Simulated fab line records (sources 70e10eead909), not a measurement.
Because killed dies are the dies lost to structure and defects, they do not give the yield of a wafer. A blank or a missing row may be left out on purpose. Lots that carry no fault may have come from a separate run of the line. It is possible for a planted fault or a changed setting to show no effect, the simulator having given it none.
fab line records | flow nand-harc
record lots=12 | wafers=36 | last-day=24
route steps=1159 shown P_CONTACT@247 P_M0@261
lots that met no fault: taken from a fault-free run of the same line
start-h: start of the lot's first displayed wafer, in hours after the record's first day | wait-h: time in hours since the lot's previous step | " identical to the entry in the row above | L1.1+2: several wafers, shown together as one row | - no value, or no start given | * or withheld: withheld | < > ~ a bound
route shown NAME@n: names a module that has steps shown in the file, with the first one's number in the route | usual: mean/standard deviation of fault-free wafers | same: alike in all rows | chamber/n: place in a boat | sites: the reading at each site | _std_site: how widely they spread, as a standard deviation | _edge_site: inner sites' mean taken away from outer sites' mean | radius-mm: how far each site lies from the wafer's centre | mask NAME#n: copy n | behind: the last tool/chamber to shape the wafer | hold: reason for holding the lot/hours on hold/outcome of the hold | device: names the non-switching transistor (n, p or np) | end of line: the same wafers' tests at the end of the route | a step with no rows: only its recipe | killed: not the wafer's yield, but the dies lost to structure and defects at the first sort | map: dies across one wafer; x = killed, . = not, _ = none there
set.NAME: the setting that was run; set.NAME@STEP: the one run at that earlier step | model.NAME: the simulator's own value behind a step, which no gauge read
a sample of lots followed through the steps of the route, with each step as a table and each wafer as a row
services: a tool's chamber out of use, with start hour (start-h, from the record's first day; less than 0 if before it), hours out, and reason
## steps
# step NHARC_P_CONTACT_ALD_22
# recipe target-thk-a=30 | pulse-time-s=1 | ald-cycles=150 | temp-c=450 | material=TiN
# usual heater-power-w=1104/130 | precursor-pulse-height-rel=1.001/0.019
# same pulse-time-s=1
lot.wafer | tool         | chamber | start-h | wait-h | heater-power-w | precursor-pulse-height-rel
L162.4    | ald-metal-02 | 2       | 111.95  | -      | 1159           | 0.993
L162.2    | "            | 3       | "       | "      | 1390           | 1.013
L162.5    | "            | 1       | "       | "      | 822            | 1.043
L163.4    | ald-metal-03 | 1       | 119.75  | -      | 1000           | 1.021
L163.3    | "            | 3       | "       | "      | 1254           | 1.046
L163.6    | "            | 1       | "       | "      | 1017           | 1.037
L164.2    | ald-metal-02 | 1       | 126.39  | -      | 826            | 1.019
L164.4    | "            | 0       | "       | "      | 1123           | 0.983
L164.5    | "            | 2       | "       | "      | 1140           | 0.998
L166.3    | ald-metal-02 | 3       | 131.77  | -      | 1394           | 1.006
L166.4    | "            | 0       | "       | "      | 1089           | 0.994
L166.5    | "            | 2       | "       | "      | 1127           | 1.020
L165.4    | ald-metal-03 | 0       | 132.43  | -      | 1248           | 1.009
L165.1    | "            | 1       | "       | "      | 1008           | 0.986
L165.2    | "            | 2       | "       | "      | 1109           | 1.013
L169.2    | ald-metal-01 | 0       | 156.70  | -      | 1101           | 1.004
L169.3    | "            | 1       | "       | "      | 931            | 1.021
L169.6    | "            | 1       | "       | "      | 947            | 1.025
L171.3    | ald-metal-02 | 2       | 172.68  | -      | 1124           | 0.984
L171.1    | "            | 1       | "       | "      | 808            | 0.972
L171.5    | "            | 2       | "       | "      | 1137           | 0.970
L174.2    | ald-metal-01 | 0       | 189.92  | -      | 1140           | 0.996
L174.4    | "            | 1       | "       | "      | 953            | 0.985
L174.6    | "            | 0       | "       | "      | 1152           | 1.023
L177.1    | ald-metal-03 | 0       | 214.81  | -      | 1080           | 1.022
L177.4    | "            | 2       | "       | "      | 1115           | 1.008
L177.2    | "            | 3       | "       | "      | 1220           | 1.035
L178.1    | ald-metal-02 | 3       | 215.56  | -      | 1372           | 1.027
L178.2    | "            | 0       | "       | "      | 1016           | 1.016
L178.6    | "            | 3       | "       | "      | 1340           | 1.016
L182.1    | ald-metal-02 | 2       | 232.41  | -      | 1114           | 1.047
L182.5    | "            | 0       | "       | "      | 1031           | 1.014
L182.6    | "            | 1       | "       | "      | 865            | 1.022
L183.1    | ald-metal-01 | 1       | 238.82  | -      | 938            | 1.008
L183.4    | "            | 2       | "       | "      | 1115           | 0.973
L183.5    | "            | 3       | "       | "      | 1193           | 1.005
# step NHARC_P_M0_PEB_07
# recipe peb-temp-c=100 | peb-time-s=65
# usual heater-power-total-W=156.6/0.42 | plate-temp-C=100.01/0.12
lot.wafer | tool           | chamber | start-h | wait-h | heater-power-total-W | plate-temp-C
L162.2    | litho-track-04 | 0       | 117.43  | 0.1    | 157.0                | 100.08
L162.4    | "              | 0       | "       | "      | 156.6                | 100.04
L162.5    | "              | 0       | "       | "      | 156.1                | 100.03
L163.3    | litho-track-01 | 0       | 127.14  | 0.0    | 156.2                | 100.10
L163.4    | "              | 0       | "       | "      | 157.1                | 100.11
L163.6    | "              | 0       | "       | "      | 156.6                | 100.04
L164.2    | litho-track-06 | 0       | 131.95  | 0.1    | 157.2                | 100.20
L164.4    | "              | 0       | "       | "      | 156.4                | 100.19
L164.5    | "              | 0       | "       | "      | 156.3                | 100.10
L166.3    | litho-track-06 | 0       | 133.81  | 0.0    | 156.4                | 99.98
L166.4    | "              | 0       | "       | "      | 157.0                | 99.91
L166.5    | "              | 0       | "       | "      | 156.2                | 100.26
L165.1    | litho-track-01 | 0       | 134.50  | 0.1    | 156.6                | 100.17
L165.2    | "              | 0       | "       | "      | 157.0                | 100.06
L165.4    | "              | 0       | "       | "      | 156.0                | 100.20
L169.2    | litho-track-01 | 0       | 159.48  | 0.1    | 157.2                | 99.93
L169.3    | "              | 0       | "       | "      | 157.0                | 100.04
L169.6    | "              | 0       | "       | "      | 156.8                | 100.10
L171.1    | litho-track-01 | 0       | 174.76  | 0.1    | 167.3                | 104.93
L171.3    | "              | 0       | "       | "      | 167.8                | 104.99
L171.5    | "              | 0       | "       | "      | 167.1                | 104.89
L174.2    | litho-track-01 | 0       | 192.15  | 0.1    | 168.0                | 105.01
L174.4    | "              | 0       | "       | "      | 167.8                | 104.93
L174.6    | "              | 0       | "       | "      | 167.9                | 105.11
L177.1    | litho-track-06 | 0       | 217.69  | 0.1    | 156.0                | 99.99
L177.2    | "              | 0       | "       | "      | 156.2                | 99.79
L177.4    | "              | 0       | "       | "      | 155.9                | 99.90
L178.1    | litho-track-06 | 0       | 218.09  | 0.1    | 157.0                | 99.83
L178.2    | "              | 0       | "       | "      | 157.0                | 100.03
L178.6    | "              | 0       | "       | "      | 156.0                | 100.01
L182.1    | litho-track-04 | 0       | 238.37  | 0.1    | 157.0                | 99.89
L182.5    | "              | 0       | "       | "      | 156.3                | 99.93
L182.6    | "              | 0       | "       | "      | 156.7                | 99.95
L183.1    | litho-track-04 | 0       | 240.86  | 0.1    | 157.1                | 100.08
L183.4    | "              | 0       | "       | "      | 156.6                | 100.05
L183.5    | "              | 0       | "       | "      | 157.1                | 99.96
# step NHARC_P_M0_CD_MEAS_09
# recipe target-cd-nm=90 | landing-energy-ev=500
# usual cd-nm=90.0/0.57
lot.wafer | tool      | chamber | start-h | wait-h | hold                     | cd-nm
L162.2    | cd-sem-02 | 0       | 117.51  | -      | -                        | 90.1
L162.4    | "         | 0       | "       | "      | -                        | 90.2
L162.5    | "         | 0       | "       | "      | -                        | 89.9
L163.3    | cd-sem-02 | 0       | 127.22  | -      | -                        | 91.1
L163.4    | "         | 0       | "       | "      | -                        | 90.7
L163.6    | "         | 0       | "       | "      | -                        | 90.3
L164.2    | cd-sem-03 | 0       | 132.03  | -      | -                        | 90.5
L164.4    | "         | 0       | "       | "      | -                        | 89.8
L164.5    | "         | 0       | "       | "      | -                        | 90.1
L166.3    | cd-sem-02 | 0       | 133.89  | -      | -                        | 89.2
L166.4    | "         | 0       | "       | "      | -                        | 89.8
L166.5    | "         | 0       | "       | "      | -                        | 89.4
L165.1    | cd-sem-03 | 0       | 134.58  | -      | -                        | 89.7
L165.2    | "         | 0       | "       | "      | -                        | 89.7
L165.4    | "         | 0       | "       | "      | -                        | 89.3
L169.2    | cd-sem-03 | 0       | 159.56  | -      | -                        | 89.6
L169.3    | "         | 0       | "       | "      | -                        | 89.6
L169.6    | "         | 0       | "       | "      | -                        | 89.6
L171.1    | cd-sem-03 | 0       | 174.84  | -      | await-dispo/0.2h/release | 106.8
L171.3    | "         | 0       | "       | "      | await-dispo/0.2h/release | 107.3
L171.5    | "         | 0       | "       | "      | await-dispo/0.2h/release | 106.8
L171.1    | cd-sem-03 | 0       | -       | -      | -                        | 106.8
L171.3    | "         | 0       | "       | "      | -                        | 106.9
L171.5    | "         | 0       | "       | "      | -                        | 107.2
L174.2    | cd-sem-03 | 0       | 192.23  | -      | await-dispo/0.2h/release | 102.5
L174.4    | "         | 0       | "       | "      | await-dispo/0.2h/release | 103.7
L174.6    | "         | 0       | "       | "      | await-dispo/0.2h/release | 103.1
L174.2    | cd-sem-03 | 0       | -       | -      | -                        | 102.6
L174.4    | "         | 0       | "       | "      | -                        | 103.2
L174.6    | "         | 0       | "       | "      | -                        | 103.3
L177.1    | cd-sem-01 | 0       | 217.76  | -      | -                        | 88.6
L177.2    | "         | 0       | "       | "      | -                        | 88.9
L177.4    | "         | 0       | "       | "      | -                        | 89.0
L178.1    | cd-sem-02 | 0       | 218.17  | -      | -                        | 89.8
L178.2    | "         | 0       | "       | "      | -                        | 90.2
L178.6    | "         | 0       | "       | "      | -                        | 89.8
L182.1    | cd-sem-01 | 0       | 238.45  | -      | -                        | 89.7
L182.5    | "         | 0       | "       | "      | -                        | 88.8
L182.6    | "         | 0       | "       | "      | -                        | 89.0
L183.1    | cd-sem-01 | 0       | 240.94  | -      | -                        | 90.1
L183.4    | "         | 0       | "       | "      | -                        | 90.0
L183.5    | "         | 0       | "       | "      | -                        | 90.0
# step NHARC_P_M0_INSPECT_11
# usual raw-defect-count=3.9/2.3
lot.wafer | tool              | chamber | start-h | wait-h | raw-defect-count
L162.2    | defect-inspect-01 | -       | 117.63  | 0.0    | 2
L162.4    | "                 | -       | "       | "      | 1
L162.5    | "                 | -       | "       | "      | 5
L163.3    | defect-inspect-01 | -       | 127.34  | 0.0    | 2
L163.4    | "                 | -       | "       | "      | 4
L163.6    | "                 | -       | "       | "      | 5
L164.2    | defect-inspect-02 | -       | 132.15  | 0.0    | 3
L164.4    | "                 | -       | "       | "      | 7
L164.5    | "                 | -       | "       | "      | 2
L166.3    | defect-inspect-02 | -       | 134.01  | 0.0    | 10
L166.4    | "                 | -       | "       | "      | 5
L166.5    | "                 | -       | "       | "      | 7
L165.1    | defect-inspect-02 | -       | 134.70  | 0.0    | 10
L165.2    | "                 | -       | "       | "      | 3
L165.4    | "                 | -       | "       | "      | 7
L169.2    | defect-inspect-02 | -       | 159.68  | 0.0    | 1
L169.3    | "                 | -       | "       | "      | 2
L169.6    | "                 | -       | "       | "      | 3
L171.1    | defect-inspect-02 | -       | 177.14  | 0.0    | 0
L171.3    | "                 | -       | "       | "      | 2
L171.5    | "                 | -       | "       | "      | 4
L174.2    | defect-inspect-02 | -       | 205.32  | 0.0    | 2
L174.4    | "                 | -       | "       | "      | 5
L174.6    | "                 | -       | "       | "      | 5
L177.1    | defect-inspect-02 | -       | 217.89  | 0.0    | 5
L177.2    | "                 | -       | "       | "      | 3
L177.4    | "                 | -       | "       | "      | 5
L178.1    | defect-inspect-02 | -       | 218.30  | 0.0    | 3
L178.2    | "                 | -       | "       | "      | 6
L178.6    | "                 | -       | "       | "      | 7
L182.1    | defect-inspect-02 | -       | 238.57  | 0.0    | 4
L182.5    | "                 | -       | "       | "      | 3
L182.6    | "                 | -       | "       | "      | 5
L183.1    | defect-inspect-02 | -       | 241.07  | 0.0    | 3
L183.4    | "                 | -       | "       | "      | 6
L183.5    | "                 | -       | "       | "      | 4
# step NHARC_P_M0_CD_MEAS_16
# usual cd-nm=89.9/0.65
lot.wafer | tool      | chamber | start-h | wait-h | hold                     | cd-nm
L162.2    | cd-sem-03 | -       | 117.99  | -      | -                        | 90.6
L162.4    | "         | -       | "       | "      | -                        | 90.8
L162.5    | "         | -       | "       | "      | -                        | 90.9
L163.3    | cd-sem-01 | -       | 127.71  | -      | -                        | 90.8
L163.4    | "         | -       | "       | "      | -                        | 90.4
L163.6    | "         | -       | "       | "      | -                        | 90.1
L164.2    | cd-sem-02 | -       | 132.52  | -      | -                        | 90.6
L164.4    | "         | -       | "       | "      | -                        | 90.0
L164.5    | "         | -       | "       | "      | -                        | 89.3
L166.3    | cd-sem-03 | -       | 134.38  | -      | -                        | 90.1
L166.4    | "         | -       | "       | "      | -                        | 89.5
L166.5    | "         | -       | "       | "      | -                        | 88.9
L165.1    | cd-sem-03 | -       | 135.07  | -      | -                        | 89.6
L165.2    | "         | -       | "       | "      | -                        | 90.1
L165.4    | "         | -       | "       | "      | -                        | 89.5
L169.2    | cd-sem-01 | -       | 160.04  | -      | -                        | 90.0
L169.3    | "         | -       | "       | "      | -                        | 89.3
L169.6    | "         | -       | "       | "      | -                        | 89.8
L171.1    | cd-sem-03 | -       | 177.50  | -      | await-dispo/0.2h/release | 107.1
L171.3    | "         | -       | "       | "      | await-dispo/0.2h/release | 106.7
L171.5    | "         | -       | "       | "      | await-dispo/0.2h/release | 106.7
L171.1    | cd-sem-03 | -       | 177.68  | 0.2    | -                        | 107.0
L171.3    | "         | -       | "       | "      | -                        | 106.6
L171.5    | "         | -       | "       | "      | -                        | 106.6
L174.2    | cd-sem-02 | -       | 206.22  | -      | await-dispo/0.2h/release | 102.2
L174.4    | "         | -       | "       | "      | await-dispo/0.2h/release | 103.2
L174.6    | "         | -       | "       | "      | await-dispo/0.2h/release | 102.9
L174.2    | cd-sem-02 | -       | 206.40  | 0.2    | -                        | 102.5
L174.4    | "         | -       | "       | "      | -                        | 102.8
L174.6    | "         | -       | "       | "      | -                        | 102.9
L177.1    | cd-sem-02 | -       | 218.25  | -      | -                        | 88.7
L177.2    | "         | -       | "       | "      | -                        | 89.4
L177.4    | "         | -       | "       | "      | -                        | 88.7
L178.1    | cd-sem-01 | -       | 218.66  | -      | -                        | 90.1
L178.2    | "         | -       | "       | "      | -                        | 90.7
L178.6    | "         | -       | "       | "      | -                        | 89.3
L182.1    | cd-sem-01 | -       | 238.93  | -      | -                        | 88.7
L182.5    | "         | -       | "       | "      | -                        | 89.4
L182.6    | "         | -       | "       | "      | -                        | 88.5
L183.1    | cd-sem-02 | -       | 241.47  | -      | -                        | 89.6
L183.4    | "         | -       | "       | "      | -                        | 89.1
L183.5    | "         | -       | "       | "      | -                        | 89.8
## services
tool           | chamber | start-h | hours | kind
litho-track-01 | -       | 93.00   | 7.0   | pm
ald-metal-01   | 2       | 97.61   | 9.4   | repair
ald-metal-01   | -       | 102.00  | 10.0  | pm
ald-metal-01   | 0       | 102.00  | 10.0  | vent-cycle
ald-metal-01   | 1       | 102.00  | 10.0  | vent-cycle
ald-metal-01   | 3       | 102.00  | 10.0  | vent-cycle
ald-metal-01   | 0       | 112.00  | -     | clean
ald-metal-01   | 1       | 112.00  | -     | clean
litho-track-06 | -       | 117.00  | 7.0   | pm
litho-track-04 | -       | 141.00  | 7.0   | pm
ald-metal-03   | -       | 144.00  | 10.0  | pm
ald-metal-02   | -       | 186.00  | 10.0  | pm
ald-metal-02   | 0       | 186.00  | 10.0  | vent-cycle
ald-metal-02   | 1       | 186.00  | 10.0  | vent-cycle
ald-metal-02   | 2       | 186.00  | 10.0  | vent-cycle
ald-metal-02   | 3       | 186.00  | 10.0  | vent-cycle
ald-metal-02   | 0       | 196.00  | -     | clean
ald-metal-02   | 1       | 196.00  | -     | clean
ald-metal-02   | 2       | 196.00  | -     | clean
ald-metal-02   | 3       | 196.00  | -     | clean
ald-metal-02   | -       | 205.22  | 0.6   | repair
ald-metal-01   | 1       | 205.27  | 3.4   | repair
ald-metal-02   | 1       | 211.90  | 19.2  | repair
ald-metal-02   | -       | 225.38  | 0.4   | repair
## key
first-sign step=NHARC_P_M0_PEB_07 | reading=plate-temp-C | direction=up | sigmas=40 | usual=* | struck=*
effect step=NHARC_P_M0_PEB_07 | reading=heater-power-total-W | direction=up | sigmas=26 | usual=* | struck=*
effect step=NHARC_P_M0_CD_MEAS_09 | reading=visit | direction=added | through=control-loop
effect step=NHARC_P_M0_CD_MEAS_09 | reading=cd-nm | direction=up | sigmas=26 | usual=90.0 | struck=105.0 | through=control-loop
effect step=NHARC_P_M0_CD_MEAS_16 | reading=visit | direction=added | through=control-loop
effect step=NHARC_P_M0_CD_MEAS_16 | reading=cd-nm | direction=up | sigmas=23 | usual=89.9 | struck=104.8 | through=control-loop
met-at NHARC_P_M0_PEB_07
struck-lots L171,L174
later-rows-left-out L171.3,L171.5
sort-left-out L171.1,L171.3,L171.5,L174.2,L174.4,L174.6
loop-trim step=NHARC_P_M0_EXPOSE_06 | setting=dose | lots=L174
not-acting-at NHARC_P_CONTACT_ALD_22,NHARC_P_M0_INSPECT_11
onset-between 159.48 174.76
fault kind=process-parameter-drift | tool=litho-track-01 | chamber=- | onset-h=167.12 | steps=NHARC_P_M0_PEB_07 | channel=peb-temp-c | offset=* | shape=step | end-h=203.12 | acts-in=* | stated=*
# sort-left-out: the simulated sort isn't trusted on such a fault, so these wafers' sort isn't shown, and their yield isn't known
# later-rows-left-out: the simulator's readings of these wafers behind a module that went badly wrong aren't trusted and aren't shown, but for the sort
# loop-trim: a control loop set the setting to another value than it would have without faults
